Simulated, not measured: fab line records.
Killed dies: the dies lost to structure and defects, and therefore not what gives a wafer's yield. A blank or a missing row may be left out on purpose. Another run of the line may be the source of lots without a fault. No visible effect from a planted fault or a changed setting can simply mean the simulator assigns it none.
Chamber matching	flow nand_harc	NHARC_A_CONTACT_ETCH_106 on rie_diel-03 has 4 sister chambers
The step etches the open film in CF4/O2, target depth 90 nm, overetch 9 nm, time 49.5 s. 7 wafers are shown with their chamber, then 7 later ones without.

WAFERS, EACH WITH ITS CHAMBER
wafer	chamber	drypump_motor_current_A (A)	showerhead_plenum_p_Torr (Torr)
L591.4	0	5.4	1.32
L592.4	2	6.3	1.29
L592.6	3	5.3	1.33
L596.3	2	6.4	1.29
L596.6	1	5.6	1.30
L602.1	1	5.6	1.30
L602.5	3	5.3	1.32

WAFERS MISSING THEIR CHAMBER
wafer	drypump_motor_current_A (A)	showerhead_plenum_p_Torr (Torr)
L602.6	5.4	1.32
L604.3	5.4	1.32
L604.5	5.6	1.30
L604.6	5.4	1.32
L610.3	6.3	1.28
L610.4	5.6	1.30
L610.5	6.3	1.28

WHICH CHAMBER EACH ONE RAN IN
wafer	from the rows above	in truth
L602.6	0	0
L604.3	0	0
L604.5	1	1
L604.6	0	0
L610.3	2	2
L610.4	1	1
L610.5	2	2
7 of 7 placed correctly. Number that these rows cannot place: 0. Wrongly placed: 0.
How it was worked out, from the rows above alone: a wafer's distance from a chamber is the root of the sum, over the readings, of the square of ((its reading less the chamber's mean) divided by the reading's scatter). The wafer belongs to the nearest chamber; if the next one is less than 2 further off, it can't be placed. The mean given for a chamber averages the wafers shown for that chamber. How the scatter is found: for the shown wafers, subtract from each reading the mean of its chamber, square and add these, divide the total by (wafers less chambers), then take the root.
